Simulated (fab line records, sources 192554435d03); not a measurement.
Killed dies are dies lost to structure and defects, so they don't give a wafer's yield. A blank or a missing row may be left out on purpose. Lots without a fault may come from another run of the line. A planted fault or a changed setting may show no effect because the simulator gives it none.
Which tool did it? | flow n5_finfet | 12 lots, 36 wafers sampled, at 2 steps of a route of 1938

WHAT THE GAUGES READ, wafer by wafer
N5_BEOL_M10_OVL_MEAS_12.
lot  | measured     | on         | M10_OVL (nm)
L077 | day 10 10:47 | overlay-01 | -1.4 -1.6 -1.5
L076 | day 10 17:04 | overlay-01 | 0.5 -0.2 0.4
L078 | day 11 06:16 | overlay-01 | 0.5 -1.4 -0.1
L081 | day 11 22:14 | overlay-02 | 0.2 0.6 1.0
L083 | day 12 19:26 | overlay-01 | -0.6 -0.4 -1.0
L085 | day 13 06:52 | overlay-01 | -0.7 -0.9 -0.5
L089 | day 13 18:48 | overlay-01 | -0.8 -0.3 -1.4
L088 | day 13 22:08 | overlay-01 | 0.2 0.7 -1.0
L092 | day 14 20:08 | overlay-01 | -1.0 -1.3 0.0
L094 | day 15 06:26 | overlay-01 | 0.4 0.7 0.5
L096 | day 15 19:32 | overlay-01 | -1.0 -0.9 -0.5
L091 | day 16 13:29 | overlay-02 | 0.5 0.9 0.8

WHICH TOOL RAN EACH LOT (tool, then ch and the chambers of the sampled wafers, then the start)
lot  | N5_BEOL_M10_CURE_71
L077 | uv_cure-01 ch 0, day 10 08:55
L076 | uv_cure-02 ch 0, day 10 15:13
L078 | uv_cure-03 ch 0, day 11 03:57
L081 | uv_cure-02 ch 2, day 11 20:15
L083 | uv_cure-02 ch 1, day 12 17:36
L085 | uv_cure-01 ch 0, day 13 04:28
L089 | uv_cure-03 ch 2, day 13 16:27
L088 | uv_cure-01 ch 0, day 13 19:59
L092 | uv_cure-02 ch 2, day 14 17:45
L094 | uv_cure-01 ch 2, day 15 04:53
L096 | uv_cure-03 ch 2, day 15 16:34
L091 | uv_cure-01 ch 1, day 16 09:25
- N5_BEOL_M10_CURE_71: cures SiCOH lowk, time 240 s.

THE ANSWER, worked out from the rows above alone
Rule: what is usual is taken from the lots themselves. Put in order of their means at a reading, lots are off if they are a third of the lots or fewer, leave a main group of 4 or more, and stand apart from it by a gap of 3 or more times the standard deviation of the main group's means; of several such gaps the widest counts. A main group whose means are all the same, to the digits that the tables above print for the reading, isn't used. A lot without any number at a reading at which 4 lots or more have one is off too. The other lots that the step has rows for count as sound.
No lot is off at any reading shown: from this, nothing can be told.

WHAT THE SIMULATOR HAD PUT IN
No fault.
